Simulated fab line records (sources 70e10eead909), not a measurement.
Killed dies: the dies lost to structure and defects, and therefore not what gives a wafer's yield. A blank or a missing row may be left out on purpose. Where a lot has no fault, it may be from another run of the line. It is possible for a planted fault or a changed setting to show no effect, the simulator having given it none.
Chamber matching    flow nandHarc    rieDiel-06 running NHARC_A_ZERO_WELL_DESCUM_12: 4 sister chambers
The step chemistry O2, time 3 s. 14 wafers are shown with their chamber, then 7 later ones without.

## EACH WAFER AND ITS CHAMBER
wafer   chamber  drypumpMotorCurrentA (A)  oesProductAu (a.u.)  rfVppV (V)
L395.2  1        4.9                       0.999                58.0
L395.5  1        4.9                       1.003                58.4
L395.6  0        6.3                       1.012                57.7
L396.3  0        6.2                       1.006                57.5
L396.4  2        4.8                       0.995                56.5
L396.5  2        4.8                       1.003                57.8
L398.1  1        4.9                       1.008                58.6
L398.3  0        6.3                       1.008                58.6
L398.4  2        4.8                       0.992                58.9
L404.1  0        6.3                       1.000                58.2
L404.2  2        4.7                       1.002                57.6
L404.6  3        6.7                       1.006                57.3
L416.2  1        4.9                       0.991                58.8
L416.3  3        6.7                       1.012                57.8

SIGNATURES, as means of the wafers listed above
reading               chamber 0  chamber 1  chamber 2  chamber 3  scatter within a chamber
drypumpMotorCurrentA  6.275      4.900      4.775      6.700      0.0387
oesProductAu          1.00650    1.00025    0.99800    1.00900    0.00578
rfVppV                58.000     58.450     57.700     57.550     0.641
Rule: a wafer lies at a distance from a chamber equal to the root of the sum of squares, over the readings, of (its reading less the chamber's mean, divided by the reading's scatter). The wafer belongs to the nearest chamber; if the next one is less than 2 further off, it can't be placed. The scatter: the root of (the sum of the squares of (reading less its chamber's mean) over the shown wafers, divided by (wafers less chambers)).

## WAFERS WITH NO CHAMBER GIVEN
wafer   drypumpMotorCurrentA (A)  oesProductAu (a.u.)  rfVppV (V)
L416.6  4.7                       1.004                58.8
L415.1  6.4                       0.997                57.4
L415.4  4.9                       0.985                58.4
L415.5  4.8                       0.996                57.4
L418.1  4.9                       0.994                57.5
L418.2  6.7                       1.003                58.6
L418.4  6.3                       0.984                58.3

## WHICH CHAMBER EACH WENT THROUGH
wafer    from the rows above       in truth
L416.6   2                         2
L415.1   0                         0
L415.4   can't be placed: 1 or 2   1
L415.5   2                         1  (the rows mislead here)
L418.1   can't be placed: 1 or 2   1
L418.2   3                         3
L418.4   0                         0
Correctly placed: 4 of 7. From these rows, 2 cannot be placed; in 2 the true chamber is one of the candidates. Number placed wrongly: 1.
